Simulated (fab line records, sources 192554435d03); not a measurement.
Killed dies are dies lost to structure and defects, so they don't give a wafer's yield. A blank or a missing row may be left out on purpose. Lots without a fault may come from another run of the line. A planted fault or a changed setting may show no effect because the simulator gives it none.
Split-lot experiment | flow n5_finfet | 7 lots, 39 wafers read, on a route of 1938 steps

THE SPLIT
At N5_FIN_SAQP_SPACER2_ALD_28 (deposits SiO2, target thk 8.1 nm, pulse time 1 s, purge time 2 s), the setting target_thk_a was moved away from the recipe's 81 angstrom on 15 of the 39 wafers read, by -10.2% to +10.9%. The other wafers ran this setting at the recipe's value.

FROM THE SPLIT TO THE READING: what the file shows between them, 5 steps
- N5_FIN_SAQP_SPACER2_ETCHBACK_29: etches SiO2 in CHF3/O2, target depth 12.2 nm, time 6.1 s
- N5_FIN_SAQP_MANDREL2_REMOVE_60: chemistry HBr/Cl2/O2, target a-Si, stops on SiNx, bt time 10 s
- N5_FIN_SAQP_HM_OPEN_33: chemistry CH3F/O2, target SiNx, target depth 49.4 nm, time 70.6 s
- N5_FIN_SAQP_ETCH_34: etches SiO2 in C4F6/O2, target depth 45 nm, time 15 s
- N5_FIN_SAQP_STRIP_77: strips in N2/H2, time 90 s

THE READING
FIN_SAQP.cd_nm (the simulator's own value, which no gauge read), in nm, at N5_FIN_SAQP_ETCH_64 (etches SiO2 in CF4, target depth 1.5 nm). The file gives no usual value for it. The 24 wafers here that ran the recipe average 8.0 nm, standard deviation 0.16 nm.

wafer  | tool, chamber at the split | target_thk_a as run, angstrom | against the recipe | FIN_SAQP.cd_nm, nm | against lot-mates on the recipe
L074.1 | ald_sin-04, 2,1,0          | 72.75                         | -10.2%             | 7.2                | -0.8
L074.2 | ald_sin-04, 2,1,0          | 72.75                         | -10.2%             | 7.2                | -0.8
L074.3 | ald_sin-04, 3,0            | 81                            | recipe             | 7.8                | -
L074.4 | ald_sin-04, 3,0            | 81                            | recipe             | 8                  | -
L074.5 | ald_sin-04, 3              | 81                            | recipe             | 8.2                | -
L074.6 | ald_sin-04, 2,1,0          | 72.75                         | -10.2%             | 7                  | -1.0
L077.1 | ald_sin-04, 3,0,1          | 75.58                         | -6.7%              | 7.4                | -0.6
L077.3 | ald_sin-04, 3,0,1          | 75.58                         | -6.7%              | 7.4                | -0.6
L077.2 | ald_sin-04, 2              | 81                            | recipe             | 8.2                | -
L077.4 | ald_sin-04, 3,0,1          | 75.58                         | -6.7%              | 7.6                | -0.4
L077.5 | ald_sin-04, 2,1            | 81                            | recipe             | 7.8                | -
L077.6 | ald_sin-04, 2,1            | 81                            | recipe             | 8                  | -
L078.1 | ald_sin-01, 1,3            | 81                            | recipe             | 8                  | -
L078.3 | ald_sin-01, 1,3            | 81                            | recipe             | 8                  | -
L078.2 | ald_sin-01, 0              | 81                            | recipe             | 8.2                | -
L079.1 | ald_sin-03, 2,3,0          | 89.82                         | +10.9%             | 8.8                | +0.9
L079.4 | ald_sin-03, 2,3,0          | 89.82                         | +10.9%             | 8.8                | +0.9
L079.2 | ald_sin-03, 1              | 81                            | recipe             | 8                  | -
L079.5 | ald_sin-03, 1,0            | 81                            | recipe             | 8                  | -
L079.3 | ald_sin-03, 2,3,0          | 89.82                         | +10.9%             | 9                  | +1.1
L079.6 | ald_sin-03, 1,0            | 81                            | recipe             | 7.8                | -
L084.1 | ald_sin-01, 1,0,1          | 85.74                         | +5.9%              | 8.6                | +0.7
L084.4 | ald_sin-01, 1,0,1          | 85.74                         | +5.9%              | 8.6                | +0.7
L084.6 | ald_sin-01, 1,0,1          | 85.74                         | +5.9%              | 8.6                | +0.7
L084.2 | ald_sin-01, 2,3,0          | 81                            | recipe             | 7.8                | -
L084.3 | ald_sin-01, 2,3,0          | 81                            | recipe             | 8                  | -
L084.5 | ald_sin-01, 2,3,0          | 81                            | recipe             | 8                  | -
L087.1 | ald_sin-03, 3,1            | 81                            | recipe             | 8.2                | -
L087.3 | ald_sin-03, 3,1            | 81                            | recipe             | 8.2                | -
L087.2 | ald_sin-03, 0,2            | 85.02                         | +5.0%              | 8.4                | +0.3
L087.5 | ald_sin-03, 0,2            | 85.02                         | +5.0%              | 8.4                | +0.3
L087.6 | ald_sin-03, 1              | 85.02                         | +5.0%              | 8.4                | +0.3
L087.4 | ald_sin-03, 2              | 81                            | recipe             | 8                  | -
L092.1 | ald_sin-01, 1              | 81                            | recipe             | 8.2                | -
L092.2 | ald_sin-01, 2,3,0,0,3      | 81                            | recipe             | 8.2                | -
L092.3 | ald_sin-01, 2,3,0,0,3      | 81                            | recipe             | 8.2                | -
L092.4 | ald_sin-01, 2,3,0,0,3      | 81                            | recipe             | 8                  | -
L092.6 | ald_sin-01, 2,3,0,0,3      | 81                            | recipe             | 8                  | -
L092.5 | ald_sin-01, 2,3,0,0,3      | 81                            | recipe             | 8.4                | -
Where a row lists several chambers, the file gives one row for several wafers and doesn't say which wafer went through which chamber.

THE FIT
A straight line over all 39 wafers: FIN_SAQP.cd_nm changes by +0.0833 nm for each +1% of target_thk_a; r = +0.95; the points scatter about the line by 0.14 nm.
The same after taking each lot's own level away (the mean of its wafers on the recipe; 39 wafers): +0.0852 nm for each +1%; r = +0.96; scatter 0.13 nm.
On that fit, the largest move of target_thk_a shifts the reading by 0.93 nm.
The lots' own levels span 7.93 to 8.17 nm, that is 1.5 times the standard deviation above.
So the lot-to-lot level changes the slope little: the two slopes agree.
Check: with one of the wafers moved furthest among these (+10.9%) left out of the fit, the line predicts +0.942 nm for it against its lot-mates. It came out at +0.867 nm against them.

THE WHOLE CHAIN: every reading that the file lists as answering this split, in the file's order
step                           | what it does                                                      | reading                                                                                 | change (the file's fit)                | r (the file's)
N5_FIN_SAQP_SPACER2_ALD_28     | deposits SiO2, target thk 8.1 nm, pulse time 1 s, purge time 2 s  | SiO2_of_FIN_SAQP_SPACER2_ALD_28.thk_nm (the simulator's own value, which no gauge read) | +0.0871 nm for each +1% of the setting | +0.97
N5_FIN_SAQP_MANDREL2_REMOVE_60 | chemistry HBr/Cl2/O2, target a-Si, stops on SiNx, bt time 10 s    | FIN_SAQP.cd_nm (the simulator's own value, which no gauge read)                         | +0.0813 nm for each +1% of the setting | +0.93
N5_FIN_SAQP_HM_OPEN_33         | chemistry CH3F/O2, target SiNx, target depth 49.4 nm, time 70.6 s | FIN_SAQP.cd_nm (the simulator's own value, which no gauge read)                         | +0.0864 nm for each +1% of the setting | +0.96
N5_FIN_SAQP_ETCH_34            | etches SiO2 in C4F6/O2, target depth 45 nm, time 15 s             | FIN_SAQP.cd_nm (the simulator's own value, which no gauge read)                         | +0.0835 nm for each +1% of the setting | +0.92
N5_FIN_SAQP_ETCH_64            | etches SiO2 in CF4, target depth 1.5 nm                           | FIN_SAQP.cd_nm (the simulator's own value, which no gauge read)                         | +0.0852 nm for each +1% of the setting | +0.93

THE FILE'S OWN FIT
FIN_SAQP.cd_nm changes by +0.0852 nm for each +1% of target_thk_a, r = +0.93.
